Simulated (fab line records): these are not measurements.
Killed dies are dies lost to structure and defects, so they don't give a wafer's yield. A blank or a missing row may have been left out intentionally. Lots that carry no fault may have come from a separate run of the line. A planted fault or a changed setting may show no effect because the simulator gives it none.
Which tool is to blame? + flow nand-harc + Sampling: 23 lots, 69 wafers, 6 of 1159 route steps

WHAT THE GAUGES READ, wafer by wafer
The record holds no reading of a measuring or inspecting step that can be judged against a usual standard deviation.

TOOL THAT RAN EACH LOT (tool first, then ch and the chambers of the sampled wafers, then the start)
| lot  | NHARC_A_STAIRCASE_TRIM_226                    | NHARC_A_STAIRCASE_TRIM_229         | NHARC_A_STAIRCASE_DESCUM_252       | NHARC_A_STAIRCASE_HM_DEP_456  | NHARC_A_STAIRCASE_DESCUM_291       | NHARC_A_STAIRCASE_ETCH_294     |
|------|-----------------------------------------------|------------------------------------|------------------------------------|-------------------------------|------------------------------------|--------------------------------|
| L074 | rie-diel-03 ch 0,1, day 10 21:30 or earlier   | rie-diel-07 ch 0,1,2, day 10 21:30 | rie-diel-07 ch 1,2,3, day 11 01:35 | acl-dep-02 ch 0, day 11 03:44 | rie-diel-02 ch 2,3, day 11 05:38   | rie-diel-02 ch 0,1,2, no start |
| L076 | rie-diel-07 ch 2,3, day 11 12:41 or earlier   | rie-diel-07 ch 0,1,2, day 11 12:41 | rie-diel-07 ch 0,2, day 11 15:15   | acl-dep-01 ch 0, day 11 16:28 | rie-diel-07 ch 0,2,3, day 11 19:19 | rie-diel-07 ch 1,2,3, no start |
| L075 | rie-diel-03 ch 0,2,3, day 11 14:17 or earlier | rie-diel-03 ch 0,2,3, day 11 14:17 | rie-diel-03 ch 0,1,3, day 11 16:42 | acl-dep-02 ch 0, day 11 17:59 | rie-diel-03 ch 1,2, day 11 20:35   | rie-diel-03 ch 0,2, no start   |
| L077 | rie-diel-07 ch 0,1,2, day 11 14:17 or earlier | rie-diel-07 ch 0,2,3, day 11 14:17 | rie-diel-03 ch 1,2,3, day 11 17:09 | acl-dep-01 ch 0, day 11 18:18 | rie-diel-07 ch 1,3, day 11 21:08   | rie-diel-07 ch 1,2,3, no start |
| L080 | rie-diel-03 ch 1,2,3, day 11 20:28 or earlier | rie-diel-02 ch 0,1,3, day 11 20:28 | rie-diel-07 ch 0,1,3, day 11 23:29 | acl-dep-03 ch 0, day 12 02:00 | rie-diel-03 ch 0,1,3, day 12 04:25 | rie-diel-03 ch 0,1,2, no start |
| L079 | rie-diel-07 ch 0,1,2, day 11 20:56 or earlier | rie-diel-02 ch 0,1,3, day 11 20:56 | rie-diel-07 ch 1,2, day 11 23:47   | acl-dep-02 ch 0, day 12 01:53 | rie-diel-02 ch 1,2,3, day 12 04:45 | rie-diel-02 ch 1,3, no start   |
| L078 | rie-diel-03 ch 0,1,2, day 12 03:37 or earlier | rie-diel-07 ch 0,1,2, day 12 03:37 | rie-diel-07 ch 1,2,3, day 12 06:17 | acl-dep-03 ch 0, day 12 08:49 | rie-diel-02 ch 0,1,3, day 12 11:23 | rie-diel-02 ch 1,2,3, no start |
| L081 | rie-diel-02 ch 0,1,2, day 12 22:23 or earlier | rie-diel-02 ch 0,1,3, day 12 22:23 | rie-diel-02 ch 0,1,2, day 13 01:14 | acl-dep-02 ch 0, day 13 02:32 | rie-diel-07 ch 0,1,2, day 13 05:07 | rie-diel-07 ch 1,2,3, no start |
| L083 | rie-diel-02 ch 1,3, day 13 08:14 or earlier   | rie-diel-02 ch 2,3, day 13 08:14   | rie-diel-02 ch 0,1,3, day 13 10:51 | acl-dep-03 ch 0, day 13 15:10 | rie-diel-03 ch 0,2, day 13 18:03   | rie-diel-03 ch 1,2,3, no start |
| L082 | rie-diel-03 ch 0,2,3, day 13 08:38 or earlier | rie-diel-03 ch 2,3, day 13 08:38   | rie-diel-03 ch 0,1, day 13 11:40   | acl-dep-02 ch 0, day 13 15:39 | rie-diel-03 ch 2,3, day 13 18:29   | rie-diel-03 ch 2,3, no start   |
| L084 | rie-diel-07 ch 0,2,3, day 13 19:13 or earlier | rie-diel-07 ch 0,1, day 13 19:13   | rie-diel-03 ch 0,2,3, day 13 21:48 | acl-dep-03 ch 0, day 13 23:26 | rie-diel-02 ch 0,1, day 14 01:34   | rie-diel-02 ch 1,2,3, no start |
| L085 | rie-diel-02 ch 0,1,3, day 14 01:23 or earlier | rie-diel-02 ch 0,1,3, day 14 01:23 | rie-diel-02 ch 1,2,3, day 14 04:34 | acl-dep-02 ch 0, day 14 06:20 | rie-diel-03 ch 0,2, day 14 09:10   | rie-diel-03 ch 1,3, no start   |
| L086 | rie-diel-03 ch 0,2,3, day 14 06:35 or earlier | rie-diel-02 ch 0,1,2, day 14 06:35 | rie-diel-02 ch 0,1,3, day 14 09:28 | acl-dep-01 ch 0, day 14 12:00 | rie-diel-02 ch 0,1,2, day 14 14:52 | rie-diel-02 ch 1,2,3, no start |
| L087 | rie-diel-02 ch 0,3, day 14 09:02 or earlier   | rie-diel-07 ch 0,1,2, day 14 09:02 | rie-diel-07 ch 0,1,2, day 14 11:47 | acl-dep-02 ch 0, day 14 17:33 | rie-diel-07 ch 2,3, day 14 20:17   | rie-diel-07 ch 1,2, no start   |
| L088 | rie-diel-02 ch 0,1, day 14 10:46 or earlier   | rie-diel-02 ch 2,3, day 14 10:46   | rie-diel-02 ch 1,2,3, day 14 13:20 | acl-dep-03 ch 0, day 14 18:37 | rie-diel-03 ch 0,1,2, day 14 21:13 | rie-diel-03 ch 1,2, no start   |
| L090 | rie-diel-02 ch 1,2,3, day 15 03:31 or earlier | rie-diel-02 ch 0,1,2, day 15 03:31 | rie-diel-02 ch 0,1,3, day 15 06:18 | acl-dep-01 ch 0, day 15 07:41 | rie-diel-03 ch 0,1,3, day 15 10:23 | rie-diel-03 ch 0,1, no start   |
| L089 | rie-diel-03 ch 0,1,3, day 15 04:03 or earlier | rie-diel-03 ch 0,1,3, day 15 04:03 | rie-diel-03 ch 0,1,3, day 15 06:40 | acl-dep-03 ch 0, day 15 08:43 | rie-diel-02 ch 0,3, day 15 11:49   | rie-diel-02 ch 0,1,3, no start |
| L091 | rie-diel-03 ch 1,2,3, day 15 16:42 or earlier | rie-diel-07 ch 0,1,2, day 15 16:42 | rie-diel-02 ch 0,3, day 15 19:40   | acl-dep-01 ch 0, day 16 00:46 | rie-diel-02 ch 1,2, day 16 02:34   | rie-diel-02 ch 1,2,3, no start |
| L094 | rie-diel-03 ch 0,1,2, day 16 05:38 or earlier | rie-diel-02 ch 1,2,3, day 16 05:38 | rie-diel-02 ch 0,1,3, day 16 09:32 | acl-dep-03 ch 0, day 16 11:44 | rie-diel-02 ch 0,1,2, day 16 15:13 | rie-diel-02 ch 0,1,2, no start |
| L095 | rie-diel-07 ch 0,1,2, day 16 07:58 or earlier | rie-diel-02 ch 0,1,2, day 16 07:58 | rie-diel-02 ch 0,1,3, day 16 10:52 | acl-dep-02 ch 0, day 16 11:51 | rie-diel-02 ch 0,2,3, day 16 15:17 | rie-diel-02 ch 0,1,3, no start |
| L093 | rie-diel-03 ch 0,1,2, day 16 16:37 or earlier | rie-diel-03 ch 0,1,2, day 16 16:37 | rie-diel-07 ch 0,1,3, day 16 19:45 | acl-dep-01 ch 0, day 17 00:21 | rie-diel-07 ch 0,1,2, day 17 03:31 | rie-diel-07 ch 0,1,3, no start |
| L096 | rie-diel-02 ch 0,3, day 16 19:54 or earlier   | rie-diel-07 ch 0,1,3, day 16 19:54 | rie-diel-07 ch 0,1,2, day 16 23:20 | acl-dep-02 ch 0, day 17 02:01 | rie-diel-03 ch 0,2,3, day 17 04:43 | rie-diel-03 ch 1,2, no start   |
| L097 | rie-diel-07 ch 0,1,3, day 17 01:32 or earlier | rie-diel-07 ch 0,3, day 17 01:32   | rie-diel-02 ch 1,2,3, day 17 04:11 | acl-dep-03 ch 0, day 17 07:37 | rie-diel-07 ch 0,3, day 17 10:28   | rie-diel-07 ch 1,3, no start   |
- NHARC_A_STAIRCASE_TRIM_226: chemistry O2, time 211.2 s.
- NHARC_A_STAIRCASE_TRIM_229: chemistry O2, time 211.2 s.
- NHARC_A_STAIRCASE_DESCUM_252: chemistry O2, time 3 s.
- NHARC_A_STAIRCASE_HM_DEP_456: deposits aC, target thk 1500 nm.
- NHARC_A_STAIRCASE_DESCUM_291: chemistry O2, time 3 s.
- NHARC_A_STAIRCASE_ETCH_294: etches the open film in C4F8/O2/Ar, target depth 4992 nm, time 1212.4 s.

WHAT THE TOOLS THEMSELVES READ (means of the sampled wafers that have a number; where no wafer has one, the mark that the record gives instead)
NHARC_A_STAIRCASE_TRIM_226. Usual: drypump-motor-current-A 5.7 A, standard deviation 0.33; oes-product-au 0.998 a.u., standard deviation 0.0069; rf-vpp-V 57.7 V, standard deviation 0.84; showerhead-plenum-p-Torr 3.53 Torr, standard deviation 0.16; throttle-valve-pct 17.036 %, standard deviation 0.0095.
| lot  | tool        | drypump-motor-current-A (A) | oes-product-au (a.u.) | rf-vpp-V (V) | showerhead-plenum-p-Torr (Torr) | throttle-valve-pct (%) | flag |
|------|-------------|-----------------------------|-----------------------|--------------|---------------------------------|------------------------|------|
| L074 | rie-diel-03 | 5.6                         | 0.991                 | 57.8         | 3.66                            | 17.036                 |      |
| L076 | rie-diel-07 | 5.9                         | 0.998                 | 57.5         | 3.45                            | 17.035                 |      |
| L075 | rie-diel-03 | 5.8                         | 1.002                 | 58.2         | 3.61                            | 17.032                 |      |
| L077 | rie-diel-07 | 6.0                         | 0.995                 | 57.5         | 3.50                            | 17.048                 |      |
| L080 | rie-diel-03 | 5.9                         | 0.999                 | 57.1         | 3.67                            | 17.037                 |      |
| L079 | rie-diel-07 | 6.0                         | 0.995                 | 57.4         | 3.50                            | 17.041                 |      |
| L078 | rie-diel-03 | 5.7                         | 0.998                 | 57.5         | 3.65                            | 17.038                 |      |
| L081 | rie-diel-02 | 5.6                         | 0.996                 | 58.1         | 3.37                            | 17.037                 |      |
| L083 | rie-diel-02 | 5.1                         | 0.999                 | 57.5         | 3.35                            | 17.037                 |      |
| L082 | rie-diel-03 | 5.7                         | 0.996                 | 57.7         | 3.60                            | 17.033                 |      |
| L084 | rie-diel-07 | 6.0                         | 0.994                 | 58.0         | 3.59                            | 17.035                 |      |
| L085 | rie-diel-02 | 5.4                         | 1.003                 | 56.2         | 3.38                            | 17.031                 |      |
| L086 | rie-diel-03 | 5.8                         | 0.995                 | 58.2         | 3.59                            | 17.046                 |      |
| L087 | rie-diel-02 | 5.3                         | 0.999                 | 57.3         | 3.39                            | 17.025                 |      |
| L088 | rie-diel-02 | 5.6                         | 1.009                 | 58.2         | 3.36                            | 17.031                 |      |
| L090 | rie-diel-02 | 5.3                         | 1.000                 | 57.1         | 3.33                            | 17.034                 |      |
| L089 | rie-diel-03 | 5.8                         | 0.994                 | 58.1         | 3.65                            | 17.043                 |      |
| L091 | rie-diel-03 | 5.9                         | 0.998                 | 57.6         | 3.65                            | 17.040                 |      |
| L094 | rie-diel-03 | 5.7                         | 0.997                 | 57.9         | 3.63                            | 17.027                 |      |
| L095 | rie-diel-07 | 6.0                         | 1.000                 | 57.3         | 3.48                            | 17.036                 |      |
| L093 | rie-diel-03 | 5.7                         | 1.004                 | 58.2         | 3.63                            | 17.036                 |      |
| L096 | rie-diel-02 | 5.6                         | 0.991                 | 58.3         | 3.41                            | 17.043                 |      |
| L097 | rie-diel-07 | 5.9                         | 0.995                 | 57.7         | 3.56                            | 17.046                 |      |

NHARC_A_STAIRCASE_TRIM_229. Usual: drypump-motor-current-A 5.7 A, standard deviation 0.38; oes-product-au 0.999 a.u., standard deviation 0.0081; rf-vpp-V 57.6 V, standard deviation 0.96; showerhead-plenum-p-Torr 3.47 Torr, standard deviation 0.17; throttle-valve-pct 17.036 %, standard deviation 0.0091.
| lot  | tool        | drypump-motor-current-A (A) | oes-product-au (a.u.) | rf-vpp-V (V) | showerhead-plenum-p-Torr (Torr) | throttle-valve-pct (%) | flag |
|------|-------------|-----------------------------|-----------------------|--------------|---------------------------------|------------------------|------|
| L074 | rie-diel-07 | 6.0                         | 0.994                 | 57.7         | 3.50                            | 17.047                 |      |
| L076 | rie-diel-07 | 6.0                         | 0.993                 | 57.2         | 3.50                            | 17.038                 |      |
| L075 | rie-diel-03 | 5.8                         | 1.009                 | 57.3         | 3.61                            | 17.033                 |      |
| L077 | rie-diel-07 | 6.0                         | 0.995                 | 57.9         | 3.59                            | 17.038                 |      |
| L080 | rie-diel-02 | 5.4                         | 0.998                 | 57.7         | 3.39                            | 17.037                 |      |
| L079 | rie-diel-02 | 5.4                         | 1.003                 | 57.8         | 3.39                            | 17.031                 |      |
| L078 | rie-diel-07 | 6.0                         | 0.999                 | 57.1         | 3.50                            | 17.034                 |      |
| L081 | rie-diel-02 | 5.4                         | 1.006                 | 57.1         | 3.38                            | 17.031                 |      |
| L083 | rie-diel-02 | 5.1                         | 0.998                 | 58.4         | 3.35                            | 17.038                 |      |
| L082 | rie-diel-03 | 6.0                         | 0.997                 | 58.5         | 3.61                            | 17.040                 |      |
| L084 | rie-diel-07 | 5.8                         | 1.000                 | 57.5         | 3.48                            | 17.033                 |      |
| L085 | rie-diel-02 | 5.5                         | 1.000                 | 56.4         | 3.38                            | 17.042                 |      |
| L086 | rie-diel-02 | 5.6                         | 1.001                 | 56.8         | 3.36                            | 17.045                 |      |
| L087 | rie-diel-07 | 6.0                         | 0.998                 | 57.9         | 3.49                            | 17.036                 |      |
| L088 | rie-diel-02 | 5.1                         | 0.997                 | 57.1         | 3.35                            | 17.037                 |      |
| L090 | rie-diel-02 | 5.5                         | 1.002                 | 57.2         | 3.36                            | 17.034                 |      |
| L089 | rie-diel-03 | 5.8                         | 0.994                 | 57.7         | 3.65                            | 17.034                 |      |
| L091 | rie-diel-07 | 6.0                         | 0.998                 | 57.6         | 3.48                            | 17.032                 |      |
| L094 | rie-diel-02 | 5.3                         | 0.999                 | 57.1         | 3.33                            | 17.032                 |      |
| L095 | rie-diel-02 | 5.6                         | 0.995                 | 57.1         | 3.35                            | 17.032                 |      |
| L093 | rie-diel-03 | 5.7                         | 0.993                 | 58.9         | 3.63                            | 17.024                 |      |
| L096 | rie-diel-07 | 5.8                         | 0.993                 | 57.5         | 3.56                            | 17.036                 |      |
| L097 | rie-diel-07 | 5.9                         | 1.011                 | 58.6         | 3.65                            | 17.025                 |      |

NHARC_A_STAIRCASE_DESCUM_252. Usual: drypump-motor-current-A 5.7 A, standard deviation 0.36; oes-product-au 0.998 a.u., standard deviation 0.0067; rf-vpp-V 57.5 V, standard deviation 0.93; showerhead-plenum-p-Torr 1.88 Torr, standard deviation 0.097; throttle-valve-pct 11.311 %, standard deviation 0.0091.
| lot  | tool        | drypump-motor-current-A (A) | oes-product-au (a.u.) | rf-vpp-V (V) | showerhead-plenum-p-Torr (Torr) | throttle-valve-pct (%) | flag |
|------|-------------|-----------------------------|-----------------------|--------------|---------------------------------|------------------------|------|
| L074 | rie-diel-07 | 5.8                         | 0.992                 | 57.3         | 1.86                            | 11.315                 |      |
| L076 | rie-diel-07 | 6.1                         | 0.996                 | 57.6         | 1.90                            | 11.308                 |      |
| L075 | rie-diel-03 | 5.8                         | 0.999                 | 58.3         | 1.99                            | 11.315                 |      |
| L077 | rie-diel-03 | 5.8                         | 1.002                 | 57.8         | 1.99                            | 11.313                 |      |
| L080 | rie-diel-07 | 5.8                         | 1.000                 | 57.4         | 1.94                            | 11.301                 |      |
| L079 | rie-diel-07 | 5.7                         | 0.998                 | 56.3         | 1.81                            | 11.317                 |      |
| L078 | rie-diel-07 | 5.8                         | 0.991                 | 57.7         | 1.86                            | 11.314                 |      |
| L081 | rie-diel-02 | 5.6                         | 0.998                 | 57.0         | 1.82                            | 11.319                 |      |
| L083 | rie-diel-02 | 5.4                         | 0.996                 | 56.6         | 1.83                            | 11.310                 |      |
| L082 | rie-diel-03 | 5.7                         | 0.989                 | 57.7         | 2.02                            | 11.312                 |      |
| L084 | rie-diel-03 | 5.8                         | 0.995                 | 58.1         | 1.95                            | 11.305                 |      |
| L085 | rie-diel-02 | 5.3                         | 1.002                 | 56.9         | 1.80                            | 11.310                 |      |
| L086 | rie-diel-02 | 5.4                         | 1.003                 | 57.5         | 1.82                            | 11.317                 |      |
| L087 | rie-diel-07 | 5.9                         | 0.998                 | 57.5         | 1.89                            | 11.311                 |      |
| L088 | rie-diel-02 | 5.2                         | 1.003                 | 56.6         | 1.80                            | 11.307                 |      |
| L090 | rie-diel-02 | 5.4                         | 1.000                 | 57.4         | 1.82                            | 11.308                 |      |
| L089 | rie-diel-03 | 5.8                         | 1.002                 | 57.3         | 1.98                            | 11.319                 |      |
| L091 | rie-diel-02 | 5.3                         | 0.998                 | 57.9         | 1.83                            | 11.324                 |      |
| L094 | rie-diel-02 | 5.4                         | 1.000                 | 57.3         | 1.82                            | 11.302                 |      |
| L095 | rie-diel-02 | 5.4                         | 0.987                 | 58.3         | 1.82                            | 11.307                 |      |
| L093 | rie-diel-07 | 5.9                         | 1.006                 | 57.3         | 1.93                            | 11.318                 |      |
| L096 | rie-diel-07 | 6.0                         | 0.999                 | 58.0         | 1.88                            | 11.308                 |      |
| L097 | rie-diel-02 | 5.3                         | 0.998                 | 56.5         | 1.79                            | 11.308                 |      |

NHARC_A_STAIRCASE_HM_DEP_456. Usual: throttle-valve-pct 34.999 %, standard deviation 0.0081.
| lot  | tool       | throttle-valve-pct (%) | flag |
|------|------------|------------------------|------|
| L074 | acl-dep-02 | 34.998                 |      |
| L076 | acl-dep-01 | 34.997                 |      |
| L075 | acl-dep-02 | 34.998                 |      |
| L077 | acl-dep-01 | 34.995                 |      |
| L080 | acl-dep-03 | 34.999                 |      |
| L079 | acl-dep-02 | 34.998                 |      |
| L078 | acl-dep-03 | 35.002                 |      |
| L081 | acl-dep-02 | 34.998                 |      |
| L083 | acl-dep-03 | 34.998                 |      |
| L082 | acl-dep-02 | 34.997                 |      |
| L084 | acl-dep-03 | 34.998                 |      |
| L085 | acl-dep-02 | 35.007                 |      |
| L086 | acl-dep-01 | 34.992                 |      |
| L087 | acl-dep-02 | 34.992                 |      |
| L088 | acl-dep-03 | 34.999                 |      |
| L090 | acl-dep-01 | 35.000                 |      |
| L089 | acl-dep-03 | 34.993                 |      |
| L091 | acl-dep-01 | 35.002                 |      |
| L094 | acl-dep-03 | 35.002                 |      |
| L095 | acl-dep-02 | 35.001                 |      |
| L093 | acl-dep-01 | 34.998                 |      |
| L096 | acl-dep-02 | 34.996                 |      |
| L097 | acl-dep-03 | 34.991                 |      |

NHARC_A_STAIRCASE_DESCUM_291. Usual: drypump-motor-current-A 5.7 A, standard deviation 0.34; oes-product-au 0.999 a.u., standard deviation 0.0075; rf-vpp-V 57.7 V, standard deviation 0.9; showerhead-plenum-p-Torr 1.89 Torr, standard deviation 0.096; throttle-valve-pct 11.310 %, standard deviation 0.0091.
| lot  | tool        | drypump-motor-current-A (A) | oes-product-au (a.u.) | rf-vpp-V (V) | showerhead-plenum-p-Torr (Torr) | throttle-valve-pct (%) | flag |
|------|-------------|-----------------------------|-----------------------|--------------|---------------------------------|------------------------|------|
| L074 | rie-diel-02 | 5.1                         | 0.993                 | 57.3         | 1.82                            | 11.305                 |      |
| L076 | rie-diel-07 | 6.0                         | 0.987                 | 58.2         | 1.95                            | 11.312                 |      |
| L075 | rie-diel-03 | 5.8                         | 0.997                 | 58.0         | 1.98                            | 11.314                 |      |
| L077 | rie-diel-07 | 5.7                         | 0.996                 | 58.0         | 1.91                            | 11.308                 |      |
| L080 | rie-diel-03 | 5.8                         | 0.998                 | 58.0         | 1.99                            | 11.307                 |      |
| L079 | rie-diel-02 | 5.3                         | 1.003                 | 57.9         | 1.81                            | 11.303                 |      |
| L078 | rie-diel-02 | 5.4                         | 1.005                 | 57.2         | 1.83                            | 11.310                 |      |
| L081 | rie-diel-07 | 5.9                         | 0.998                 | 58.7         | 1.89                            | 11.314                 |      |
| L083 | rie-diel-03 | 5.7                         | 1.003                 | 57.5         | 1.95                            | 11.295                 |      |
| L082 | rie-diel-03 | 5.8                         | 1.005                 | 58.5         | 1.96                            | 11.306                 |      |
| L084 | rie-diel-02 | 5.6                         | 1.006                 | 57.1         | 1.81                            | 11.312                 |      |
| L085 | rie-diel-03 | 5.7                         | 0.999                 | 57.1         | 1.95                            | 11.315                 |      |
| L086 | rie-diel-02 | 5.6                         | 1.010                 | 56.2         | 1.81                            | 11.313                 |      |
| L087 | rie-diel-07 | 5.9                         | 0.998                 | 57.9         | 1.86                            | 11.317                 |      |
| L088 | rie-diel-03 | 5.7                         | 1.001                 | 57.1         | 1.97                            | 11.304                 |      |
| L090 | rie-diel-03 | 5.8                         | 0.993                 | 58.2         | 1.98                            | 11.312                 |      |
| L089 | rie-diel-02 | 5.3                         | 1.002                 | 57.4         | 1.83                            | 11.302                 |      |
| L091 | rie-diel-02 | 5.4                         | 0.991                 | 58.0         | 1.79                            | 11.309                 |      |
| L094 | rie-diel-02 | 5.6                         | 0.989                 | 56.3         | 1.81                            | 11.307                 |      |
| L095 | rie-diel-02 | 5.4                         | 0.994                 | 57.2         | 1.82                            | 11.309                 |      |
| L093 | rie-diel-07 | 6.0                         | 0.995                 | 58.3         | 1.88                            | 11.311                 |      |
| L096 | rie-diel-03 | 5.8                         | 1.000                 | 57.7         | 1.94                            | 11.302                 |      |
| L097 | rie-diel-07 | 5.9                         | 1.001                 | 58.8         | 1.99                            | 11.313                 |      |

NHARC_A_STAIRCASE_ETCH_294. Usual: oes-product-au 0.933 a.u., standard deviation 0.012; rf-vpp-V 1824 V, standard deviation 12.
| lot  | tool        | oes-product-au (a.u.) | rf-vpp-V (V) | flag |
|------|-------------|-----------------------|--------------|------|
| L074 | rie-diel-02 | 0.954                 | 1816         |      |
| L076 | rie-diel-07 | 0.933                 | 1819         |      |
| L075 | rie-diel-03 | 0.939                 | 1832         |      |
| L077 | rie-diel-07 | 0.921                 | 1819         |      |
| L080 | rie-diel-03 | 0.943                 | 1835         |      |
| L079 | rie-diel-02 | 0.940                 | 1814         |      |
| L078 | rie-diel-02 | 0.946                 | 1812         |      |
| L081 | rie-diel-07 | 0.925                 | 1819         |      |
| L083 | rie-diel-03 | 0.930                 | 1836         |      |
| L082 | rie-diel-03 | 0.930                 | 1832         |      |
| L084 | rie-diel-02 | 0.930                 | 1812         |      |
| L085 | rie-diel-03 | 0.937                 | 1840         |      |
| L086 | rie-diel-02 | 0.937                 | 1812         |      |
| L087 | rie-diel-07 | 0.933                 | 1812         |      |
| L088 | rie-diel-03 | 0.934                 | 1839         |      |
| L090 | rie-diel-03 | 0.923                 | 1838         |      |
| L089 | rie-diel-02 | 0.950                 | 1815         |      |
| L091 | rie-diel-02 | 0.928                 | 1812         |      |
| L094 | rie-diel-02 | 0.920                 | 1814         |      |
| L095 | rie-diel-02 | 0.935                 | 1815         |      |
| L093 | rie-diel-07 | 0.925                 | 1828         |      |
| L096 | rie-diel-03 | 0.930                 | 1838         |      |
| L097 | rie-diel-07 | 0.924                 | 1825         |      |

THE ANSWER, worked out from the rows above alone
Rule: a lot counts as off when the mean over its wafers that have a number is more than 3 standard deviations away from the usual mean. Also off: a lot with no number at a reading for which 4 or more lots have one. Where the step has rows for the other lots, those lots are counted as sound. First the gauges in route order, then the tools' own readings, where a lot's mean is used as printed above. The first step at which some lot is off is used, and at that step the reading that is off furthest; a lot without a number counts as furthest.
Across all readings shown, no lot is off: no conclusion can be drawn from this.

WHAT THE SIMULATOR HAD PUT IN
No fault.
